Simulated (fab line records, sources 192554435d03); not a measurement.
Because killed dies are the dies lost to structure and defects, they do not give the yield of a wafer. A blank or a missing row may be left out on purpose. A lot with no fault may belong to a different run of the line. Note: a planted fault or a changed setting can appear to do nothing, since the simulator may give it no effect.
fab line records	flow n5-finfet	part 1 of 2: steps 1 to 18 of 29
record: lots: 5	wafers: 15	last-day: 18
route steps=1938 shown FIN_SAQP@138 FIN_CUT@154
lots that met no fault: taken from a fault-free run of the same line
start-h: hours from the record's first day to the start of the lot's first wafer shown	wait-h: hours elapsed since this lot's preceding step	" unchanged from the row above	L1.1+2: a row that stands for several wafers	- either no value or no given start	* or withheld: withheld	< > ~ a bound
route shown NAME@n: NAME is a module with steps in the file, n the number in the route of the first one	usual: the fault-free wafers' mean and standard deviation	same: alike in all rows	chamber/n: place in a boat	sites: each site's reading	_std_site: standard deviation across them	_edge_site: inner sites' mean taken away from outer sites' mean	radius-mm: for every site, how far away it sits from the centre of the wafer	mask NAME#n: copy n	behind: the tool/chamber that last shaped the wafer	hold: why the lot went on hold/how many hours it stayed there/how the hold came to an end	device: which transistor (n, p or np) failed to switch	end of line: the tests these same wafers got at the end of their route	a step given without rows: its recipe and nothing more	killed: count of dies lost to structure and defects at first sort (not the wafer's yield)	map: the dies of a wafer, with x for killed, . for not killed, _ for no die there
set.NAME: the setting the step ran with; set.NAME@STEP: the setting that earlier step ran with	model.NAME: the simulator's own value behind a step, which no gauge read
certain route steps with their lots: each step a table, each wafer a row
services: the hour from which a tool's chamber was out of use, counted from the record's first day as start-h (under 0 if before that day), plus the number of hours and why
== steps ==
step: N5_FIN_SAQP_SPACER2_ALD_28
recipe: material: SiO2	target-thk-a: 81	temp-c: 300	ald-precursor-family: BDEAS	ald-co-reactant: O2-plasma	pulse-time-s: 1	purge-time-s: 2	co-reactant-purge-time-s: 2	pressure-torr: 2
usual: heater-power-w: 499/42	precursor-pulse-height-rel: 0.997/0.02
lot.wafer	tool	chamber	start-h	wait-h	heater-power-w	precursor-pulse-height-rel
L086.4	ald-sin-02	3	98.56	0.4	501	0.993
L086.5	"	3	"	"	489	0.999
L086.6	"	2	"	"	549	1.010
L088.1	ald-sin-01	1	110.99	0.1	468	0.967
L088.4	"	0	"	"	493	0.997
L088.6	"	1	"	"	470	0.973
L092.1	ald-sin-01	1	133.38	0.1	464	0.995
L092.4	"	0	"	"	488	0.996
L092.6	"	3	"	"	423	0.997
L093.2	ald-sin-01	2	138.88	0.1	454	1.040
L093.4	"	0	"	"	500	1.004
L093.5	"	1	"	"	473	0.987
L096.1	ald-sin-02	0	157.23	0.1	509	0.999
L096.2	"	3	"	"	508	0.958
L096.6	"	1	"	"	527	0.994
step: N5_FIN_SAQP_SPACER2_ETCHBACK_29
recipe: chemistry: CHF3/O2	mode: anisotropic-etchback	target: SiO2	target-depth-a: 122	time-s: 6.1	pressure-mtorr: 30	source-w: 650	bias-w: 170	Ar_flow_sccm: 200	CHF3_flow_sccm: 50	O2_flow_sccm: 5	ion-energy-ev: 200
usual: CHF3_flow_sccm: 50.00/0.15	drypump-motor-current-A: 5.8/0.39	oes-product-au: 0.76/0.08	rf-vpp-V: 524/5.1	showerhead-plenum-p-Torr: 2.38/0.063	throttle-valve-pct: 19.00/0.22
lot.wafer	tool	chamber	start-h	wait-h	CHF3_flow_sccm	drypump-motor-current-A	oes-product-au	rf-hours-counter-h	rf-vpp-V	showerhead-plenum-p-Torr	throttle-valve-pct
L086.4	rie-diel-05	3	98.90	0.2	50.29	5.7	0.73	189	515	2.40	18.94
L086.5	"	3	"	"	49.90	5.8	0.74	-	515	2.40	18.96
L086.6	"	2	"	"	50.11	6.2	0.70	-	522	2.48	19.23
L088.1	rie-diel-06	1	111.42	0.3	49.91	6.0	0.76	142	528	2.41	19.03
L088.4	"	3	"	"	49.85	6.2	0.78	-	526	2.33	19.00
L088.6	"	1	"	"	50.12	5.9	0.76	-	530	2.41	19.02
L092.1	rie-diel-02	3	133.70	0.2	49.87	6.1	0.72	182	520	2.31	19.40
L092.4	"	2	"	"	50.26	6.1	0.76	166	534	2.50	19.30
L092.6	"	2	"	"	50.05	6.1	0.75	-	534	2.50	19.32
L093.2	rie-diel-06	0	139.21	0.2	49.77	5.8	0.97	4	527	2.36	18.72
L093.4	"	1	"	"	50.10	6.0	0.75	-	528	2.40	19.05
L093.5	"	0	"	"	50.01	5.7	0.98	-	528	2.36	18.71
L096.1	rie-diel-06	1	157.55	0.2	50.04	6.0	0.75	161	528	2.40	19.07
L096.2	"	2	"	"	49.78	5.9	0.99	4	522	2.37	18.46
L096.6	"	2	"	"	49.70	5.9	0.99	-	522	2.37	18.46
step: N5_FIN_SAQP_MANDREL2_REMOVE_60
recipe: chemistry: HBr/Cl2/O2	bt-time-s: 10	target: a-Si	stop-on: SiNx	endpoint: OES-SiCl	over-etch-frac: 1	icp-w: 600	bias-w: 22	HBr_flow_sccm: 150	Cl2_flow_sccm: 80	O2_flow_sccm: 5	pressure-mtorr: 10
usual: drypump-motor-current-A: 5.6/0.57	oes-product-au: 0.995/0.015	throttle-valve-pct: 36.67/0.21
lot.wafer	tool	chamber	start-h	wait-h	drypump-motor-current-A	oes-product-au	rf-hours-counter-h	throttle-valve-pct
L086.4	rie-si-03	1	98.98	0.1	6.3	0.987	66	36.66
L086.5	"	3	"	"	4.9	1.016	-	36.56
L086.6	"	2	"	"	5.3	0.975	-	36.49
L088.1	rie-si-05	0	111.50	0.1	5.7	1.001	105	36.34
L088.4	"	3	"	"	5.2	0.992	51	36.47
L088.6	"	1	"	"	5.2	0.999	-	36.44
L092.1	rie-si-01	0	133.79	0.1	6.4	1.013	107	36.83
L092.4	"	3	"	"	6.3	0.983	78	36.85
L092.6	"	2	"	"	5.9	0.989	-	36.92
L093.2	rie-si-05	2	139.29	0.1	5.9	1.002	50	36.66
L093.4	"	3	"	"	5.2	0.994	-	36.48
L093.5	"	1	"	"	5.2	1.005	-	36.44
L096.1	rie-si-01	2	157.64	0.1	6.0	0.976	116	36.91
L096.2	"	1	"	"	4.7	0.973	67	36.83
L096.6	"	0	"	"	6.4	1.018	-	36.81
step: N5_FIN_SAQP_CD_MEAS_31
recipe: target-cd-nm: 8	landing-energy-ev: 1000	detector: se-inlens	polarity: line
usual: cd-nm: 8.07/0.21
lot.wafer	tool	chamber	start-h	wait-h	cd-nm
L086.4	cd-sem-03	0	99.10	0.1	8.10
L086.5	"	0	"	"	7.70
L086.6	"	0	"	"	8.38
L088.1	cd-sem-01	0	111.61	0.1	8.26
L088.4	"	0	"	"	7.84
L088.6	"	0	"	"	8.40
L092.1	cd-sem-02	0	133.90	0.1	8.01
L092.4	"	0	"	"	8.04
L092.6	"	0	"	"	8.08
L093.2	cd-sem-02	0	139.41	0.1	8.10
L093.4	"	0	"	"	8.11
L093.5	"	0	"	"	8.24
L096.1	cd-sem-03	0	157.75	0.1	8.24
L096.2	"	0	"	"	8.26
L096.6	"	0	"	"	7.94
step: N5_FIN_SAQP_HM_OPEN_33
recipe: chemistry: CH3F/O2	target: SiNx	mask-material: SiO2	target-depth-a: 494	time-s: 70.6	pressure-mtorr: 30	source-w: 395	bias-w: 73	Ar_flow_sccm: 150	CH3F_flow_sccm: 30	O2_flow_sccm: 20	ion-energy-ev: 120	ends: cleared
usual: drypump-motor-current-A: 5.8/0.38	etch-rf-on-time-s: 69.2/1.1	oes-product-au: 0.66/0.077	rf-vpp-V: 297.1/2.7	showerhead-plenum-p-Torr: 1.98/0.05	throttle-valve-pct: 16.41/0.23
lot.wafer	tool	chamber	start-h	wait-h	drypump-motor-current-A	etch-rf-on-time-s	oes-product-au	rf-hours-counter-h	rf-vpp-V	showerhead-plenum-p-Torr	throttle-valve-pct
L086.4	rie-diel-02	1	99.14	0.0	5.0	70.0	0.63	158	295.7	1.92	16.34
L086.5	"	0	"	"	5.9	71.0	0.61	-	295.4	1.90	16.47
L086.6	"	1	"	"	5.0	69.9	0.64	-	295.2	1.92	16.33
L088.1	rie-diel-06	2	111.84	0.2	5.9	67.8	0.59	245	295.1	1.97	16.32
L088.4	"	2	"	"	5.9	68.0	0.59	-	295.7	1.97	16.31
L088.6	"	3	"	"	6.2	67.9	0.67	-	297.8	1.93	16.42
L092.1	rie-diel-05	1	133.95	0.0	5.1	66.7	0.86	2	299.7	1.97	16.06
L092.4	"	0	"	"	5.7	69.1	0.75	47	296.7	1.95	16.12
L092.6	"	0	"	"	5.6	68.2	0.75	-	296.3	1.94	16.14
L093.2	rie-diel-05	0	139.46	0.0	5.6	68.2	0.74	49	295.5	1.94	16.15
L093.4	"	1	"	"	5.1	68.7	0.84	5	300.5	1.97	16.07
L093.5	"	2	"	"	6.2	70.4	0.59	-	296.0	2.05	16.75
L096.1	rie-diel-06	2	157.80	0.0	5.9	68.4	0.85	4	297.0	1.97	15.89
L096.2	"	0	"	"	5.8	67.2	0.82	12	299.9	1.96	16.18
L096.6	"	1	"	"	6.0	69.2	0.63	-	300.0	1.99	16.50
step: N5_FIN_SAQP_ETCH_34
recipe: chemistry: C4F6/O2	target: SiO2	target-depth-a: 450	time-s: 15	ion-energy-ev: 250	pressure-mtorr: 30	source-w: 345	bias-w: 185	Ar_flow_sccm: 300	C4F6_flow_sccm: 10	O2_flow_sccm: 10	ends: cleared
usual: drypump-motor-current-A: 5.8/0.38	etch-rf-on-time-s: 15.01/0.2	oes-product-au: 0.66/0.077	rf-vpp-V: 665/6	showerhead-plenum-p-Torr: 2.81/0.068	throttle-valve-pct: 21.14/0.22
lot.wafer	tool	chamber	start-h	wait-h	drypump-motor-current-A	etch-rf-on-time-s	oes-product-au	rf-hours-counter-h	rf-vpp-V	showerhead-plenum-p-Torr	throttle-valve-pct
L086.4	rie-diel-02	1	99.21	0.0	5.0	15.37	0.63	158	661	2.74	21.05
L086.5	"	0	"	"	5.9	15.59	0.61	-	660	2.71	21.15
L086.6	"	1	"	"	5.0	15.32	0.63	-	660	2.74	21.05
L088.1	rie-diel-06	2	111.91	0.0	5.9	15.16	0.59	245	661	2.81	20.94
L088.4	"	2	"	"	5.9	15.16	0.58	-	664	2.81	20.95
L088.6	"	3	"	"	6.2	15.02	0.66	-	667	2.75	21.19
L092.1	rie-diel-05	1	134.02	0.0	5.1	14.94	0.86	2	669	2.80	20.85
L092.4	"	0	"	"	5.6	14.71	0.75	47	660	2.77	20.87
L092.6	"	0	"	"	5.6	14.84	0.74	-	664	2.77	20.88
L093.2	rie-diel-05	0	139.53	0.0	5.6	14.62	0.75	49	663	2.77	20.86
L093.4	"	1	"	"	5.1	14.78	0.85	5	669	2.80	20.84
L093.5	"	2	"	"	6.3	15.03	0.59	-	662	2.92	21.45
L096.1	rie-diel-06	2	157.87	0.0	5.9	14.73	0.84	4	662	2.80	20.62
L096.2	"	0	"	"	5.8	14.83	0.81	12	671	2.79	20.92
L096.6	"	1	"	"	6.0	15.04	0.64	-	672	2.83	21.21
step: N5_FIN_SAQP_STRIP_77
recipe: chemistry: N2/H2	time-s: 90	power-w: 100	temp-c: 40	pressure-mtorr: 100	rf-frequency-hz: 6e+07	bias-power-w: 3	n2-flow-sccm: 300	h2-flow-sccm: 300
usual: drypump-motor-current-A: 5.8/0.38	h2-flow-sccm: 300.0/0.93	oes-product-au: 0.78/0.092	rf-vpp-V: 45.2/0.83	showerhead-plenum-p-Torr: 3.34/0.081	throttle-valve-pct: 12.29/0.26
lot.wafer	tool	chamber	start-h	wait-h	drypump-motor-current-A	h2-flow-sccm	oes-product-au	rf-hours-counter-h	rf-vpp-V	showerhead-plenum-p-Torr	throttle-valve-pct
L086.4	rie-diel-02	1	99.23	0.0	5.0	299.8	0.74	158	45.2	3.25	12.19
L086.5	"	0	"	"	5.9	299.7	0.73	-	45.4	3.22	12.38
L086.6	"	1	"	"	5.0	300.3	0.74	-	44.4	3.25	12.18
L088.1	rie-diel-06	2	111.93	0.0	5.9	299.4	0.68	245	44.8	3.31	12.19
L088.4	"	2	"	"	5.9	300.4	0.68	-	45.9	3.31	12.21
L088.6	"	3	"	"	6.2	300.0	0.77	-	45.5	3.25	12.23
L092.1	rie-diel-05	1	134.04	0.0	5.1	300.1	1.00	2	45.5	3.34	11.92
L092.4	"	0	"	"	5.6	299.5	0.88	47	45.4	3.30	11.95
L092.6	"	0	"	"	5.7	299.4	0.88	-	47.0	3.30	11.92
L093.2	rie-diel-05	0	139.55	0.0	5.7	299.5	0.88	49	47.0	3.30	11.95
L093.4	"	1	"	"	5.1	299.8	0.99	5	46.0	3.34	11.94
L093.5	"	2	"	"	6.2	299.7	0.68	-	46.4	3.45	12.61
L096.1	rie-diel-06	2	157.89	0.0	5.9	299.8	0.98	4	45.0	3.31	11.60
L096.2	"	0	"	"	5.8	299.4	0.96	12	44.4	3.31	11.94
L096.6	"	1	"	"	6.0	299.7	0.74	-	46.4	3.38	12.51
step: N5_FIN_SAQP_HM_CD_35
recipe: target-cd-nm: 8	polarity: line
usual: cd-nm: 8.11/0.23
lot.wafer	tool	chamber	start-h	wait-h	cd-nm
L086.4	cd-sem-01	-	99.37	0.1	8.06
L086.5	"	-	"	"	8.07
L086.6	"	-	"	"	8.03
L088.1	cd-sem-02	-	112.06	0.1	8.22
L088.4	"	-	"	"	8.23
L088.6	"	-	"	"	7.88
L092.1	cd-sem-02	-	134.16	0.1	7.92
L092.4	"	-	"	"	8.45
L092.6	"	-	"	"	8.49
L093.2	cd-sem-02	-	139.68	0.1	7.99
L093.4	"	-	"	"	8.29
L093.5	"	-	"	"	7.78
L096.1	cd-sem-03	-	158.01	0.1	7.90
L096.2	"	-	"	"	8.31
L096.6	"	-	"	"	8.19
step: N5_FIN_SAQP_ETCH_64
recipe: chemistry: CF4	target: SiO2	target-depth-a: 15	ion-energy-ev: 350	pressure-mtorr: 10	icp-w: 800	bias-w: 400	cf4-flow-sccm: 80
usual: drypump-motor-current-A: 5.6/0.58	oes-product-au: 0.993/0.015	throttle-valve-pct: 21.73/0.21
lot.wafer	tool	chamber	start-h	wait-h	drypump-motor-current-A	oes-product-au	rf-hours-counter-h	throttle-valve-pct
L086.4	rie-si-01	0	99.42	0.0	6.4	1.002	107	21.91
L086.5	"	1	"	"	4.7	0.964	-	21.94
L086.6	"	0	"	"	6.4	1.011	-	21.90
L088.1	rie-si-01	2	112.10	0.0	6.0	0.978	115	21.85
L088.4	"	0	"	"	6.5	1.011	107	21.91
L088.6	"	1	"	"	4.7	0.975	-	21.93
L092.1	rie-si-05	1	134.21	0.0	5.2	1.007	168	21.42
L092.4	"	2	"	"	5.9	0.998	49	21.62
L092.6	"	1	"	"	5.1	1.017	-	21.40
L093.2	rie-si-01	0	139.72	0.0	6.5	1.022	107	21.91
L093.4	"	3	"	"	6.3	0.986	79	21.97
L093.5	"	2	"	"	6.0	0.981	-	21.87
L096.1	rie-si-01	1	158.06	0.0	4.7	0.971	67	21.94
L096.2	"	0	"	"	6.4	1.010	108	21.91
L096.6	"	0	"	"	6.5	1.014	-	21.90
step: N5_FIN_SAQP_FIN_ETCH_36
recipe: chemistry: HBr/Cl2/O2	target-depth-a: 1200	mask-material: SiNx	time-s: 50.4	bias-w: 102	pressure-mtorr: 10	icp-w: 800	HBr_flow_sccm: 150	Cl2_flow_sccm: 80	O2_flow_sccm: 12
usual: drypump-motor-current-A: 5.6/0.58	oes-product-au: 0.995/0.016	throttle-valve-pct: 36.00/0.2
lot.wafer	tool	chamber	start-h	wait-h	drypump-motor-current-A	oes-product-au	rf-hours-counter-h	throttle-valve-pct
L086.4	rie-si-01	0	99.44	0.0	6.5	1.023	107	36.15
L086.5	"	1	"	"	4.7	0.975	-	36.12
L086.6	"	0	"	"	6.5	1.012	-	36.16
L088.1	rie-si-01	2	112.12	0.0	6.0	0.981	115	36.24
L088.4	"	0	"	"	6.5	1.016	107	36.15
L088.6	"	1	"	"	4.7	0.968	-	36.13
L092.1	rie-si-05	1	134.23	0.0	5.2	1.012	168	35.74
L092.4	"	2	"	"	5.9	1.002	49	35.96
L092.6	"	1	"	"	5.2	1.017	-	35.74
L093.2	rie-si-01	0	139.74	0.0	6.5	1.016	107	36.15
L093.4	"	3	"	"	6.3	0.980	79	36.18
L093.5	"	2	"	"	6.1	0.982	-	36.21
L096.1	rie-si-01	1	158.08	0.0	4.7	0.974	67	36.13
L096.2	"	0	"	"	6.4	1.018	108	36.13
L096.6	"	0	"	"	6.5	1.015	-	36.14
step: N5_FIN_SAQP_CD_MEAS_37
recipe: target-cd-nm: 8	polarity: line
usual: cd-nm: 8.08/0.22
lot.wafer	tool	chamber	start-h	wait-h	cd-nm
L086.4	cd-sem-03	-	99.56	0.1	8.13
L086.5	"	-	"	"	7.94
L086.6	"	-	"	"	8.27
L088.1	cd-sem-02	-	112.24	0.1	8.38
L088.4	"	-	"	"	8.28
L088.6	"	-	"	"	7.77
L092.1	cd-sem-02	-	134.35	0.1	8.27
L092.4	"	-	"	"	7.73
L092.6	"	-	"	"	8.21
L093.2	cd-sem-02	-	139.87	0.1	8.26
L093.4	"	-	"	"	8.14
L093.5	"	-	"	"	7.77
L096.1	cd-sem-02	-	158.20	0.1	8.05
L096.2	"	-	"	"	8.11
L096.6	"	-	"	"	7.94
step: N5_FIN_SAQP_PRECLEAN_38
recipe: chemistry: O3/DIW	time-s: 45	temp-c: 22	o3-ppm: 10
usual: bath-heat-duty-pct: 2.3/0.42	o3-ppm: 10.01/0.099
lot.wafer	tool	chamber	start-h	wait-h	bath-heat-duty-pct	o3-ppm
L086.4	wet-bench-05	7	99.60	0.0	2.4	9.95
L086.5	"	3	"	"	2.1	9.90
L086.6	"	2	"	"	1.9	10.17
L088.1	wet-bench-01	5	112.30	0.1	2.2	10.02
L088.4	"	2	"	"	1.6	10.14
L088.6	"	3	"	"	1.8	9.91
L092.1	wet-bench-01	1	134.39	0.0	1.9	10.03
L092.4	"	2	"	"	2.6	9.90
L092.6	"	0	"	"	2.0	10.06
L093.2	wet-bench-05	7	139.90	0.0	2.3	9.91
L093.4	"	4	"	"	1.8	10.02
L093.5	"	0	"	"	2.9	9.82
L096.1	wet-bench-03	5	158.24	0.0	1.7	10.22
L096.2	"	1	"	"	2.0	9.94
L096.6	"	2	"	"	1.7	9.96
step: N5_FIN_SAQP_PRECLEAN_45
recipe: chemistry: dHF	time-s: 10	dilution: 500:1	temp-c: 25
usual: bath-heat-duty-pct: 6.1/0.68
lot.wafer	tool	chamber	start-h	wait-h	bath-heat-duty-pct
L086.4	wet-bench-05	7	99.61	0.0	5.8
L086.5	"	3	"	"	6.5
L086.6	"	2	"	"	6.4
L088.1	wet-bench-01	5	112.32	0.0	6.3
L088.4	"	2	"	"	6.3
L088.6	"	3	"	"	6.1
L092.1	wet-bench-01	1	134.41	0.0	7.1
L092.4	"	2	"	"	5.0
L092.6	"	0	"	"	5.0
L093.2	wet-bench-05	7	139.92	0.0	5.0
L093.4	"	4	"	"	6.4
L093.5	"	0	"	"	6.2
L096.1	wet-bench-03	5	158.26	0.0	5.6
L096.2	"	1	"	"	5.3
L096.6	"	2	"	"	7.0
step: N5_FIN_SAQP_SRD_39
recipe: dry: ipa-marangoni	time-s: 30	temp-c: 23	rinse-liquid: diw
usual: bath-heat-duty-pct: 3.6/0.54
lot.wafer	tool	chamber	start-h	wait-h	bath-heat-duty-pct
L086.4	wet-bench-05	7	99.61	0.0	3.9
L086.5	"	3	"	"	3.5
L086.6	"	2	"	"	3.7
L088.1	wet-bench-01	5	112.32	0.0	3.8
L088.4	"	2	"	"	3.5
L088.6	"	3	"	"	4.0
L092.1	wet-bench-01	1	134.41	0.0	3.3
L092.4	"	2	"	"	3.7
L092.6	"	0	"	"	3.3
L093.2	wet-bench-05	7	139.92	0.0	3.8
L093.4	"	4	"	"	3.9
L093.5	"	0	"	"	3.6
L096.1	wet-bench-03	5	158.26	0.0	2.7
L096.2	"	1	"	"	3.5
L096.6	"	2	"	"	4.5
step: N5_FIN_SAQP_OCD_MEAS_76
usual: trench-depth-nm: 119.8/1
lot.wafer	tool	chamber	start-h	wait-h	trench-depth-nm
L086.4	ocd-02	-	99.66	0.0	119.4
L086.5	"	-	"	"	119.7
L086.6	"	-	"	"	119.1
L088.1	ocd-02	-	112.36	0.0	119.3
L088.4	"	-	"	"	118.0
L088.6	"	-	"	"	119.9
L092.1	ocd-02	-	134.45	0.0	121.4
L092.4	"	-	"	"	120.0
L092.6	"	-	"	"	120.7
L093.2	ocd-02	-	139.97	0.0	119.5
L093.4	"	-	"	"	119.7
L093.5	"	-	"	"	119.9
L096.1	ocd-02	-	158.30	0.0	120.1
L096.2	"	-	"	"	118.3
L096.6	"	-	"	"	118.9
step: N5_FIN_SAQP_INSPECT_40
recipe: inspect-instrument: brightfield	mode: aei
usual: raw-defect-count: 231/64
lot.wafer	tool	chamber	start-h	wait-h	raw-defect-count
L086.4	defect-inspect-02	-	99.69	0.0	274
L086.5	"	-	"	"	241
L086.6	"	-	"	"	216
L088.1	defect-inspect-01	-	112.39	0.0	225
L088.4	"	-	"	"	205
L088.6	"	-	"	"	275
L092.1	defect-inspect-01	-	134.48	0.0	249
L092.4	"	-	"	"	207
L092.6	"	-	"	"	280
L093.2	defect-inspect-01	-	140.00	0.0	200
L093.4	"	-	"	"	205
L093.5	"	-	"	"	159
L096.1	defect-inspect-01	-	158.33	0.0	174
L096.2	"	-	"	"	248
L096.6	"	-	"	"	187
step: N5_FIN_CUT_COAT_18
recipe: resist: SOC	temp-c: 250	time-s: 60	spin-rpm: 1500	resist-thk-nm: 230
usual: exhaust-pa: 45.0/0.81
lot.wafer	tool	chamber	start-h	wait-h	exhaust-pa
L086.4	litho-track-01	0	99.72	0.0	46.7
L086.5	"	0	"	"	45.9
L086.6	"	0	"	"	45.5
L088.1	litho-track-05	0	112.42	0.0	44.6
L088.4	"	0	"	"	44.0
L088.6	"	0	"	"	45.4
L092.1	litho-track-01	0	134.51	0.0	44.6
L092.4	"	0	"	"	44.8
L092.6	"	0	"	"	45.0
L093.2	litho-track-05	0	140.03	0.0	44.5
L093.4	"	0	"	"	45.1
L093.5	"	0	"	"	45.1
L096.1	litho-track-05	0	158.36	0.0	44.9
L096.2	"	0	"	"	45.7
L096.6	"	0	"	"	45.3
step: N5_FIN_CUT_COAT_19
recipe: resist: SiARC	temp-c: 220	time-s: 60	spin-rpm: 1500	resist-thk-nm: 20
usual: exhaust-pa: 45.1/0.91
lot.wafer	tool	chamber	start-h	wait-h	exhaust-pa
L086.4	litho-track-01	0	-	-	44.8
L086.5	"	0	"	"	43.8
L086.6	"	0	"	"	44.3
L088.1	litho-track-05	0	-	-	43.1
L088.4	"	0	"	"	44.1
L088.6	"	0	"	"	44.9
L092.1	litho-track-01	0	-	-	45.9
L092.4	"	0	"	"	45.0
L092.6	"	0	"	"	45.1
L093.2	litho-track-05	0	-	-	45.9
L093.4	"	0	"	"	44.8
L093.5	"	0	"	"	44.8
L096.1	litho-track-05	0	-	-	45.6
L096.2	"	0	"	"	44.5
L096.6	"	0	"	"	45.8
